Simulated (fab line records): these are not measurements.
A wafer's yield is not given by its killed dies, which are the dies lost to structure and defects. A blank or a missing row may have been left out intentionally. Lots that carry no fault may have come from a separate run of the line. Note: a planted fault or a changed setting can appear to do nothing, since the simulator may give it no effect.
fab line records	flow n5_finfet
record: lots: 9	wafers: 27	last_day: 21
route steps=1938 shown BEOL_M13@1674 PASSIVATION@1936
lots that met no fault: taken from a fault-free run of the same line
start_h: hours from the record's first day to the start of the lot's first wafer shown	wait_h: hours elapsed since this lot's preceding step	" unchanged from the row above	L1.1+2: a row that stands for several wafers	- either no value or no given start	* or withheld: withheld	< > ~ a bound
route shown NAME@n: NAME is a module with steps in the file, n the number in the route of the first one	usual: average and standard deviation across the fault-free wafers	same: alike in all rows	chamber/n: place in a boat	sites: each site's reading	_std_site: how widely they spread, as a standard deviation	_edge_site: the outer-site mean with the inner-site mean subtracted	radius_mm: how far each site lies from the wafer's centre	mask NAME#n: copy n	behind: the most recent tool/chamber to have shaped the wafer	hold: why the lot was held/for how many hours/how that ended	device: transistor that didn't switch, given as n, p or np	end of line: tests run on the same wafers once the route is complete	for a step that has no rows: nothing shown but its recipe	killed: not the wafer's yield, but the dies lost to structure and defects at the first sort	map: shows each die of a wafer: x if killed, . if not, _ if none is there
set.NAME: the setting the step ran with; set.NAME@STEP: the setting that earlier step ran with	model.NAME: the simulator's own value behind a step, which no gauge read
a sample of lots followed through the steps of the route, with each step as a table and each wafer as a row
services: a tool's chamber out of use, with start hour (start_h, from the record's first day; less than 0 if before it), hours out, and reason
== steps ==
step: N5_BEOL_M13_VIA_ETCH_16
recipe: chemistry: C4F8/O2/Ar	target: SiOC	pressure_mtorr: 30	source_w: 3000	bias_w: 700	Ar_flow_sccm: 400	C4F8_flow_sccm: 15	O2_flow_sccm: 8	he_inner_torr: 15	he_outer_torr: 30	target_depth_a: 9217	time_s: withheld	ion_energy_ev: 250	ends: cleared
usual: drypump_motor_current_A: 5.7/0.39	oes_product_au: 0.73/0.069	rf_fwd_power_W: 2993/8.4	rf_vpp_V: 666/3.7	showerhead_plenum_p_Torr: 3.42/0.12	throttle_valve_pct: 24.09/0.24
lot.wafer	tool	chamber	start_h	wait_h	drypump_motor_current_A	oes_product_au	rf_fwd_power_W	rf_vpp_V	showerhead_plenum_p_Torr	throttle_valve_pct
L308.1	rie_diel-03	2	301.89	0.0	6.3	0.75	2995	671	3.54	23.86
L308.3	"	3	"	"	5.2	0.78	2992	672	3.62	24.23
L308.6	"	3	"	"	5.2	0.78	3008	672	3.62	24.22
L309.1	rie_diel-03	3	316.82	0.0	5.2	0.76	2982	671	3.62	24.25
L309.4	"	2	"	"	6.2	0.74	2984	670	3.54	23.88
L309.6	"	1	"	"	5.8	0.88	2999	668	3.47	24.32
L313.2	rie_diel-02	0	334.06	0.0	5.8	0.83	2982	664	3.39	24.38
L313.3	"	3	"	"	5.9	0.64	2989	668	3.48	24.06
L313.5	"	0	"	"	5.8	0.84	2990	664	3.39	24.42
L311.2	rie_diel-06	2	353.42	0.0	5.2	0.74	2999	666	3.49	24.00
L311.4	"	3	"	"	5.4	0.75	2987	663	3.32	24.17
L311.6	"	3	"	"	5.4	0.75	2993	664	3.32	24.19
L323.2	rie_diel-03	3	416.38	0.0	5.2	0.73	3002	670	3.60	24.27
L323.4	"	0	"	"	6.1	0.67	2989	665	3.37	23.73
L323.5	"	1	"	"	5.8	0.82	3002	668	3.46	24.35
L327.2	rie_diel-03	0	428.20	0.0	6.1	0.67	2996	664	3.36	23.74
L327.3	"	3	"	"	5.2	0.73	2989	669	3.60	24.28
L327.4	"	3	"	"	5.2	0.73	2975	670	3.60	24.30
L330.1	rie_diel-02	0	441.63	0.0	5.8	0.79	2992	664	3.37	24.44
L330.2	"	2	"	"	5.7	0.63	2994	657	3.14	24.41
L330.4	"	1	"	"	5.4	0.64	3001	662	3.28	24.13
L329.2	rie_diel-06	0	442.27	0.0	6.3	0.67	2990	665	3.39	23.96
L329.3	"	3	"	"	5.4	0.72	2987	663	3.31	24.20
L329.4	"	2	"	"	5.2	0.71	2993	666	3.48	24.05
L328.2	rie_diel-06	2	479.52	0.0	5.2	0.71	2986	666	3.47	24.07
L328.3	"	3	"	"	5.4	0.71	2993	663	3.31	24.22
L328.5	"	2	"	"	5.2	0.72	2986	666	3.47	24.07
step: N5_BEOL_M13_OVL_MEAS_29
recipe: points_per_wafer: 44
usual: M13_OVL: -2/6.4
lot.wafer	tool	chamber	start_h	wait_h	M13_OVL[nm]
L308.1	overlay-01	0	302.82	0.0	-8
L308.3	"	0	"	"	1
L308.6	"	0	"	"	1
L309.1	overlay-01	0	317.63	0.0	9
L309.4	"	0	"	"	-3
L309.6	"	0	"	"	-3
L313.2	overlay-01	0	334.87	0.0	7
L313.3	"	0	"	"	-1
L313.5	"	0	"	"	4
L311.2	overlay-01	0	354.22	0.0	9
L311.4	"	0	"	"	9
L311.6	"	0	"	"	11
L323.2	overlay-01	0	417.18	0.0	1
L323.4	"	0	"	"	1
L323.5	"	0	"	"	-4
L327.2	overlay-01	0	429.12	0.0	-6
L327.3	"	0	"	"	2
L327.4	"	0	"	"	-9
L330.1	overlay-02	0	442.55	0.0	-3
L330.2	"	0	"	"	-11
L330.4	"	0	"	"	-5
L329.2	overlay-01	0	443.19	0.0	-1
L329.3	"	0	"	"	-4
L329.4	"	0	"	"	9
L328.2	overlay-02	0	480.36	0.0	9
L328.3	"	0	"	"	-13
L328.5	"	0	"	"	-8
step: N5_BEOL_M13_ETCH_67
recipe: chemistry: CF4	target: SiARC	target_depth_a: 1430	time_s: 238.3	ion_energy_ev: 80	pressure_mtorr: 40	source_w: 545	bias_w: 36	Ar_flow_sccm: 100	cf4_flow_sccm: 100	ends: cleared
usual: drypump_motor_current_A: 5.7/0.36	etch_rf_on_time_s: 233/5.9	oes_product_au: 0.69/0.072	rf_fwd_power_W: 543.3/1.4	rf_vpp_V: 184.0/1.3	showerhead_plenum_p_Torr: 2.13/0.082	throttle_valve_pct: 15.52/0.14
lot.wafer	tool	chamber	start_h	wait_h	drypump_motor_current_A	etch_rf_on_time_s	oes_product_au	rf_fwd_power_W	rf_hours_counter_h	rf_vpp_V	showerhead_plenum_p_Torr	throttle_valve_pct
L308.1	rie_diel-02	1	302.91	0.0	5.4	233	0.65	543.7	160	181.3	2.07	15.56
L308.3	"	2	"	"	5.7	235	0.64	541.8	175	180.0	1.97	15.66
L308.6	"	2	"	"	5.7	236	0.64	542.5	-	182.3	1.97	15.65
L309.1	rie_diel-03	1	317.89	0.0	5.8	232	0.85	542.2	4	184.5	2.17	15.60
L309.4	"	2	"	"	6.2	235	0.71	545.2	100	186.3	2.23	15.40
L309.6	"	3	"	"	5.2	233	0.74	542.6	-	186.2	2.26	15.55
L313.2	rie_diel-02	3	334.97	0.0	5.8	242	0.60	545.6	216	185.5	2.18	15.57
L313.3	"	1	"	"	5.4	239	0.63	542.8	170	182.6	2.07	15.57
L313.5	"	0	"	"	5.8	236	0.79	542.9	-	183.4	2.11	15.52
L311.2	rie_diel-03	1	354.65	0.0	5.8	233	0.82	544.0	10	183.7	2.17	15.61
L311.4	"	1	"	"	5.8	230	0.84	544.9	-	185.0	2.17	15.62
L311.6	"	3	"	"	5.2	233	0.72	541.4	-	185.6	2.26	15.59
L323.2	rie_diel-02	0	417.27	0.0	5.7	235	0.75	542.8	52	183.7	2.10	15.58
L323.4	"	2	"	"	5.7	236	0.62	542.6	208	180.6	1.96	15.72
L323.5	"	2	"	"	5.7	236	0.63	542.6	-	182.7	1.96	15.73
L327.2	rie_diel-02	2	429.80	0.0	5.6	234	0.62	543.1	213	182.2	1.96	15.75
L327.3	"	1	"	"	5.4	235	0.63	543.8	202	183.2	2.06	15.64
L327.4	"	0	"	"	5.8	231	0.74	544.8	58	184.3	2.10	15.54
L330.1	rie_diel-03	1	442.65	0.0	5.7	235	0.77	543.5	34	182.8	2.16	15.64
L330.2	"	0	"	"	6.1	215	0.66	543.0	196	183.4	2.11	15.40
L330.4	"	3	"	"	5.2	234	0.69	543.1	114	184.6	2.25	15.65
L329.2	rie_diel-03	3	443.33	0.0	5.2	234	0.68	543.4	115	184.7	2.25	15.64
L329.3	"	1	"	"	5.7	231	0.78	543.0	34	184.6	2.16	15.65
L329.4	"	0	"	"	6.2	215	0.65	543.3	196	184.0	2.11	15.38
L328.2	rie_diel-06	2	480.45	0.0	5.2	236	0.67	544.2	107	184.5	2.17	15.38
L328.3	"	1	"	"	5.5	227	0.79	543.9	46	184.9	2.15	15.20
L328.5	"	0	"	"	6.2	235	0.62	542.4	-	184.7	2.12	15.52
step: N5_BEOL_M13_TRENCH_ETCH_34
recipe: chemistry: C4F8/O2/Ar	target: SiOC	target_depth_a: 4134.7	mask_material: SOC	pressure_mtorr: 30	source_w: 3000	bias_w: 700	Ar_flow_sccm: 400	C4F8_flow_sccm: 15	O2_flow_sccm: 8	he_inner_torr: 15	he_outer_torr: 30	time_s: 162.6	ion_energy_ev: 250
usual: drypump_motor_current_A: 5.7/0.36	oes_product_au: 0.80/0.084	rf_fwd_power_W: 2989/9.8	rf_vpp_V: 665/3.9	showerhead_plenum_p_Torr: 3.41/0.12	throttle_valve_pct: 24.12/0.22
lot.wafer	tool	chamber	start_h	wait_h	drypump_motor_current_A	oes_product_au	rf_fwd_power_W	rf_hours_counter_h	rf_vpp_V	showerhead_plenum_p_Torr	throttle_valve_pct
L308.1	rie_diel-02	1	303.28	0.0	5.4	0.76	2995	160	662	3.31	24.07
L308.3	"	2	"	"	5.7	0.74	2991	175	658	3.17	24.36
L308.6	"	2	"	"	5.7	0.75	2992	-	658	3.17	24.33
L309.1	rie_diel-03	1	318.26	0.0	5.8	0.98	2971	4	668	3.47	24.32
L309.4	"	2	"	"	6.3	0.83	2994	100	670	3.54	23.89
L309.6	"	3	"	"	5.2	0.84	2981	-	671	3.62	24.25
L313.2	rie_diel-02	3	335.33	0.0	5.9	0.71	2995	216	667	3.48	24.07
L313.3	"	1	"	"	5.4	0.74	2979	171	662	3.30	24.11
L313.5	"	0	"	"	5.8	0.93	3000	-	665	3.39	24.39
L311.2	rie_diel-03	1	355.02	0.0	5.8	0.96	2987	11	668	3.47	24.33
L311.4	"	1	"	"	5.8	0.95	2970	-	667	3.47	24.34
L311.6	"	3	"	"	5.1	0.84	2984	-	670	3.61	24.27
L323.2	rie_diel-02	0	417.64	0.0	5.8	0.89	2998	53	663	3.37	24.43
L323.4	"	2	"	"	5.7	0.71	2996	208	657	3.15	24.39
L323.5	"	2	"	"	5.7	0.71	2976	-	658	3.15	24.41
L327.2	rie_diel-02	2	430.17	0.0	5.6	0.70	2987	213	658	3.15	24.41
L327.3	"	1	"	"	5.4	0.70	3003	202	662	3.28	24.13
L327.4	"	0	"	"	5.8	0.87	-	58	663	3.37	24.44
L330.1	rie_diel-03	1	443.01	0.0	5.8	0.91	2990	34	668	3.45	24.35
L330.2	"	0	"	"	6.2	0.74	2989	196	664	3.36	23.75
L330.4	"	3	"	"	5.2	0.80	2985	115	669	3.60	24.31
L329.2	rie_diel-03	3	443.70	0.0	5.2	0.80	2995	115	670	3.59	24.31
L329.3	"	1	"	"	5.8	0.91	2981	34	668	3.45	24.37
L329.4	"	0	"	"	6.1	0.74	2991	197	666	3.36	23.76
L328.2	rie_diel-06	2	480.82	0.0	5.2	0.78	2968	107	667	3.47	24.06
L328.3	"	1	"	"	5.5	0.91	2983	47	667	3.45	23.78
L328.5	"	0	"	"	6.2	0.73	3004	-	666	3.38	23.96
step: N5_BEOL_M13_OCD_MEAS_35
usual: trench_depth_nm: 416/7.2
lot.wafer	tool	chamber	start_h	wait_h	trench_depth_nm
L308.1	ocd-02	-	303.45	0.0	419
L308.3	"	-	"	"	409
L308.6	"	-	"	"	411
L309.1	ocd-02	-	318.43	0.0	415
L309.4	"	-	"	"	421
L309.6	"	-	"	"	410
L313.2	ocd-01	-	335.51	0.0	414
L313.3	"	-	"	"	412
L313.5	"	-	"	"	426
L311.2	ocd-02	-	355.19	0.0	421
L311.4	"	-	"	"	420
L311.6	"	-	"	"	418
L323.2	ocd-02	-	417.81	0.0	425
L323.4	"	-	"	"	405
L323.5	"	-	"	"	405
L327.2	ocd-01	-	430.34	0.0	397
L327.3	"	-	"	"	403
L327.4	"	-	"	"	388
L330.1	ocd-02	-	443.19	0.0	422
L330.2	"	-	"	"	424
L330.4	"	-	"	"	416
L329.2	ocd-02	-	443.88	0.0	414
L329.3	"	-	"	"	417
L329.4	"	-	"	"	426
L328.2	ocd-02	-	481.00	0.0	409
L328.3	"	-	"	"	425
L328.5	"	-	"	"	418
step: N5_BEOL_M13_THK_MEAS_50
recipe: thk_meas_gauge: xrf	reads: Cu_of_BEOL_M13_ECD_47
usual: M13_THK: 433/7.8
lot.wafer	tool	chamber	start_h	wait_h	M13_THK[nm]
L308.1	film_metro-02	-	306.53	-	432
L308.3	"	-	"	"	423
L308.6	"	-	"	"	422
L309.1	film_metro-02	-	325.42	-	433
L309.4	"	-	"	"	437
L309.6	"	-	"	"	431
L313.2	film_metro-01	-	339.78	-	425
L313.3	"	-	"	"	424
L313.5	"	-	"	"	440
L311.2	film_metro-01	-	359.61	-	442
L311.4	"	-	"	"	438
L311.6	"	-	"	"	436
L323.2	film_metro-01	-	420.90	-	445
L323.4	"	-	"	"	423
L323.5	"	-	"	"	424
L327.2	film_metro-01	-	432.60	-	418
L327.3	"	-	"	"	420
L327.4	"	-	"	"	407
L330.1	film_metro-02	-	450.70	-	443
L330.2	"	-	"	"	442
L330.4	"	-	"	"	435
L329.2	film_metro-01	-	453.28	-	432
L329.3	"	-	"	"	434
L329.4	"	-	"	"	438
L328.2	film_metro-02	-	483.20	-	428
L328.3	"	-	"	"	445
L328.5	"	-	"	"	436
step: N5_BEOL_M13_RS_MEAS_54
recipe: thk_meas_gauge: four-point-probe	reads: Cu_of_BEOL_M13_ECD_47+Ta_of_BEOL_M13_SPUTTER_44+TaN_of_BEOL_M13_SPUTTER_43
usual: M13_RS: 0.0447/0.00078
lot.wafer	tool	chamber	start_h	wait_h	M13_RS[ohm/sq]
L308.1	film_metro-02	-	306.66	0.0	0.0444
L308.3	"	-	"	"	0.0454
L308.6	"	-	"	"	0.0454
L309.1	film_metro-02	-	325.55	0.0	0.0447
L309.4	"	-	"	"	0.0442
L309.6	"	-	"	"	0.0452
L313.2	film_metro-01	-	339.91	0.1	0.0451
L313.3	"	-	"	"	0.0450
L313.5	"	-	"	"	0.0436
L311.2	film_metro-02	-	359.74	0.1	0.0443
L311.4	"	-	"	"	0.0445
L311.6	"	-	"	"	0.0446
L323.2	film_metro-01	-	421.03	0.1	0.0436
L323.4	"	-	"	"	0.0460
L323.5	"	-	"	"	0.0457
L327.2	film_metro-02	-	432.73	0.1	0.0467
L327.3	"	-	"	"	0.0462
L327.4	"	-	"	"	0.0478
L330.1	film_metro-01	-	450.83	0.0	0.0440
L330.2	"	-	"	"	0.0438
L330.4	"	-	"	"	0.0448
L329.2	film_metro-01	-	453.41	0.1	0.0448
L329.3	"	-	"	"	0.0444
L329.4	"	-	"	"	0.0438
L328.2	film_metro-02	-	483.33	0.1	0.0455
L328.3	"	-	"	"	0.0436
L328.5	"	-	"	"	0.0447
step: N5_PASSIVATION_PROBE_49
usual: defect_limited_yield: 91.4/1.4	killed_at_M0_to_M3: 34/9.1	killed_at_M4_up: 14/5.2	killed_at_contacts: 12/6.4	killed_at_front_end: 38/11	killed_at_other: 3.7/2.8	killed_dies: 102/17	killed_open: 68/13	killed_short: 32/7.8	sort_bin_4_leakage: 0.05/0.3	sort_bin_5_function: 5.1/1	sort_bin_6_memory: 3.2/0.66	sort_n_pass: 1076/19	sort_yield_pct: 91.2/1.6
same: gross_dies: 1180	killed_at_back_side: 0	sort_bin_8_speed[%]: 0
lot.wafer	tool	chamber	start_h	wait_h	defect_limited_yield[%]	killed_at_M0_to_M3	killed_at_M4_up	killed_at_contacts	killed_at_front_end	killed_at_other	killed_dies	killed_open	killed_short	sort_bin_4_leakage[%]	sort_bin_5_function[%]	sort_bin_6_memory[%]	sort_n_pass	sort_yield_pct[%]
L323.2	prober-01	-	449.17	0.1	92.4	28	17	21	23	1	90	67	22	0	4.7	2.7	1090	92.4
L323.4	prober-01	-	449.27	0.2	92.1	37	18	5	32	1	93	65	28	0	4.7	2.9	1087	92.1
L323.5	prober-01	-	449.32	0.2	91.1	47	14	23	21	0	105	65	39	0	5.6	3.1	1075	91.1
killed by level:class
L323.2 MOL_CONTACT_COAG:geometric_particle:open=16 BEOL_M2:geometric_particle:open=13 STI_FIN_REVEAL:geometric_particle:open=6 BEOL_M4:geometric_particle:open=6 MOL_CONTACT_COAG:geometric_particle:short=5 FIN_SAQP:geometric_particle:short=4 GATE_CUT:geometric_particle:open=4 BEOL_M0_SAQP:geometric_particle:short=4
L323.4 BEOL_M0_SAQP:geometric_particle:open=13 BEOL_M0_SAQP:geometric_particle:short=9 BEOL_M2:geometric_particle:open=8 FIN_SAQP:geometric_particle:open=7 BEOL_M5:geometric_particle:open=7 GATE_CUT:geometric_particle:short=6 DUMMY_GATE:geometric_particle:open=5 MOL_CONTACT_COAG:geometric_particle:open=4
L323.5 MOL_CONTACT_COAG:geometric_particle:open=17 BEOL_M0_SAQP:geometric_particle:short=12 BEOL_M0_SAQP:geometric_particle:open=8 MOL_CONTACT_COAG:geometric_particle:short=6 BEOL_M1:geometric_particle:open=6 BEOL_M2:geometric_particle:short=6 BEOL_M2:geometric_particle:open=5 GATE_CUT:geometric_particle:short=4
== services ==
tool	chamber	start_h	hours	kind
rie_diel-03	1	291.62	-	clean
rie_diel-03	1	291.62	-	consumable_replace:focus_ring
rie_diel-03	1	291.62	13.8	scheduled_down
rie_diel-03	1	291.62	13.8	vent_cycle
rie_diel-03	1	329.37	6.6	repair
rie_diel-03	1	340.94	8.2	repair
rie_diel-03	0	353.27	4.3	repair
rie_diel-02	0	384.42	8.9	repair
rie_diel-02	1	402.36	6.6	repair
rie_diel-02	2	408.53	8.2	repair
rie_diel-06	-	416.45	15.6	pm
rie_diel-03	1	423.86	10.7	repair
rie_diel-02	3	433.54	-	clean
rie_diel-02	3	433.54	-	consumable_replace:focus_ring
rie_diel-02	3	433.54	21.6	scheduled_down
rie_diel-02	3	433.54	21.6	vent_cycle
rie_diel-03	2	433.58	1.2	repair
== key ==
first_sign: step: N5_BEOL_M13_OCD_MEAS_35	reading: trench_depth_nm	direction: down	sigmas: 3.9	usual: 416	struck: 388
effect: step: N5_BEOL_M13_THK_MEAS_50	reading: M13_THK	direction: down	sigmas: 3.3	usual: 433	struck: 407
effect: step: N5_BEOL_M13_RS_MEAS_54	reading: M13_RS	direction: up	sigmas: 3.9	usual: 0.0447	struck: 0.0478
met_at N5_BEOL_M13_TRENCH_ETCH_34
struck_lots L327
struck_wafers L327.4
not_acting_at N5_BEOL_M13_VIA_ETCH_16,N5_BEOL_M13_OVL_MEAS_29,N5_BEOL_M13_ETCH_67
onset_between 417.64 430.17
fault: kind: process_parameter_drift	tool: rie_diel-02	chamber: 0	onset_h: 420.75	steps: N5_BEOL_M13_TRENCH_ETCH_34	channel: time_s	offset: *	shape: step	end_h: 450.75	acts_in: *	stated: *
